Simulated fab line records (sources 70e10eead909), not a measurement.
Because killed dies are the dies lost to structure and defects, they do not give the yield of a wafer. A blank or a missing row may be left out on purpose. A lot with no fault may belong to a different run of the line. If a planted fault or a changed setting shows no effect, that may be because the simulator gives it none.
Chamber matching    flow nand harc    rie si-02 running NHARC_A_ZERO_WELL_ETCH_13: 4 sister chambers
The step etches the open film in HBr/Cl2, target depth 120 nm, time 40.1 s. 8 wafers are shown with their chamber, then 7 later ones without.

## WAFERS PAIRED WITH THEIR CHAMBERS
wafer   chamber  drypump motor current A (A)  oes product au (a.u.)
L432.6  2        5.4                          1.011
L434.4  1        6.7                          1.008
L436.6  0        4.7                          0.990
L438.1  2        5.5                          1.019
L438.4  3        5.8                          1.002
L438.6  0        4.8                          0.984
L447.1  3        5.8                          1.001
L447.2  1        6.6                          0.990

## WAFERS WITHOUT THEIR CHAMBER
wafer   drypump motor current A (A)  oes product au (a.u.)
L447.6  5.8                          1.005
L449.1  6.7                          1.004
L449.2  5.5                          1.000
L449.5  5.5                          1.000
L452.2  5.5                          0.996
L452.5  5.5                          0.999
L452.6  5.8                          1.010

## CHAMBER TAKEN BY EACH
wafer   from the rows above  in truth
L447.6  3                    3
L449.1  1                    1
L449.2  2                    2
L449.5  2                    2
L452.2  2                    2
L452.5  2                    2
L452.6  3                    3
Placed correctly: 7 of 7. Not placeable from these rows: 0. 0 placed wrongly.
How it was worked out, from the rows above alone: a wafer's distance from a chamber is the root of the sum, over the readings, of the square of ((its reading less the chamber's mean) divided by the reading's scatter). The wafer belongs to the nearest chamber; if the next one is less than 2 further off, it can't be placed. The mean given for a chamber averages the wafers shown for that chamber. The scatter: take each reading less its chamber's mean, square it, sum over the shown wafers, divide by the number of wafers less the number of chambers, and take the root.
